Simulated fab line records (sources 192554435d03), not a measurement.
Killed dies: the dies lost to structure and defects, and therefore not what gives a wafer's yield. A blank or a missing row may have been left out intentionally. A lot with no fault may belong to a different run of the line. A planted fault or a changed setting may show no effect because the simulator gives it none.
Comparing a struck lot with a sound one ; flow n5 finfet ; 18 steps out of a route of 1938
Sound: these wafers, L543.1, L543.4, L543.6. Struck: wafers L553.2, L553.3 (left out: L553.6, a lot-mate that was not struck); the cause follows at the end.
Each step with rows lists, per side, the tool, then ch with its chambers, then its first start. Under that, the readings that differ: sound wafers ; struck wafers ; difference of the means ; sigmas: that difference in standard deviations of wafers without a fault.
alike: readings whose means differ by less than 2 such deviations, and words and numbers that are the same on both sides. not compared: withheld readings, readings that some wafer has no value for, bounds like >300 that may hide the same value, and numbers for which the record gives no deviation and whose values overlap.
A row with sigmas, a row that says differs or no value, or rows on one side alone: a step with any of these is where the two part. Numbers that don't overlap but have no deviation are shown without sigmas and don't part them. Lack of a reading on every wafer of one side parts them only where that side has two or more wafers.

first, 1 step without rows for these wafers: N5_MIM_BOT_DEGAS_01 (time 60 s).
N5_MIM_BOT_SPUTTER_00: material TiN, target thk 35 nm, time 89.7 s.
  struck on pvd sputter-02, day 16 03:11; sound on pvd sputter-02, day 13 22:53
  alike: throttle valve pct
N5_MIM_TOP_ALD_00: deposits Al2O3, purge time 3 s, co reactant pulse time 3 s.
  sound on ald hk-02 ch 0,2,3, day 13 22:59; struck on ald hk-03 ch 2,3, day 16 03:17
  alike: precursor pulse height rel
N5_MIM_TOP_ALD_01: deposits HfO2, target thk 5.6 nm, pulse time 1 s, purge time 3 s.
  sound on ald hk-02 ch 0,2,3; struck on ald hk-03 ch 2,3
  alike: precursor pulse height rel
then, 1 step without rows for these wafers: N5_MIM_TOP_ALD_02 (deposits Al2O3, purge time 3 s, co reactant pulse time 3 s).
N5_MIM_TOP_DEGAS_04: time 60 s.
  struck on pvd sputter-03, day 16 04:38; sound on pvd sputter-03, day 13 23:34
  alike: heater power w
N5_MIM_TOP_SPUTTER_03: material TiN, target thk 35 nm, time 89.7 s.
  struck on pvd sputter-03, day 16 04:40; sound on pvd sputter-03, day 13 23:36
  alike: throttle valve pct
then, 5 steps without rows for these wafers: N5_MIM_TOP_LITHO_HMDS_01 (time 60 s); N5_MIM_TOP_LITHO_COAT_02; N5_MIM_TOP_LITHO_EBR_04; N5_MIM_TOP_LITHO_SOFTBAKE_03 (time 90 s); N5_MIM_TOP_LITHO_EXPOSE_05 (exposes mask MIM TOP, target cd 2000 nm).
N5_MIM_TOP_LITHO_PEB_06:
  sound on litho track-02 ch 0, day 13 23:52; struck on litho track-02 ch 0, day 16 04:56
  alike: exhaust pa
then, 2 steps without rows for these wafers: N5_MIM_TOP_LITHO_DEVELOP_07 (develop time 60 s); N5_MIM_TOP_LITHO_HARDBAKE_09 (time 120 s).
N5_MIM_TOP_LITHO_CD_MEAS_08: target cd 2000 nm.
  sound on cd sem-03 ch 0, day 13 23:59; struck on cd sem-02 ch 0, day 16 05:04
reading;sound;struck;difference;sigmas
cd nm (nm);1999.4 2000.4 2001.6;2005.7 2005.6;+5.2;+4
N5_MIM_TOP_LITHO_OVL_MEAS_11:
  sound on overlay-01 ch 0, day 14 00:01; struck on overlay-01 ch 0, day 16 05:05
  alike: MIM_TOP_OVL
N5_PASSIVATION_PROBE_49:
  struck on prober-02, day 16 16:44; sound on prober-02, day 14 12:25
reading;sound;struck;difference;sigmas
defect limited yield (%);91.6 92.2 93.8;89.6 89.4;-3.0;-2
killed at front end;39 12 25;70 44;+32;+3
killed dies;99 92 73;123 125;+36;+2
sort_bin_6_memory (%);3.4 2.9 2.2;4.5 4.0;+1.4;+2
sort n pass;1081 1088 1107;1057 1055;-36;-2
sort yield pct (%);91.6 92.2 93.8;89.6 89.4;-3.0;-2
  alike: killed_at_M0_to_M3, killed_at_M4_up, killed at contacts, killed at other, killed open, killed short, sort_bin_5_function

## WHERE THEY PART
Last at N5_PASSIVATION_PROBE_49 as far as this record goes, first at N5_MIM_TOP_LITHO_CD_MEAS_08.

WHY: what the simulator had put in
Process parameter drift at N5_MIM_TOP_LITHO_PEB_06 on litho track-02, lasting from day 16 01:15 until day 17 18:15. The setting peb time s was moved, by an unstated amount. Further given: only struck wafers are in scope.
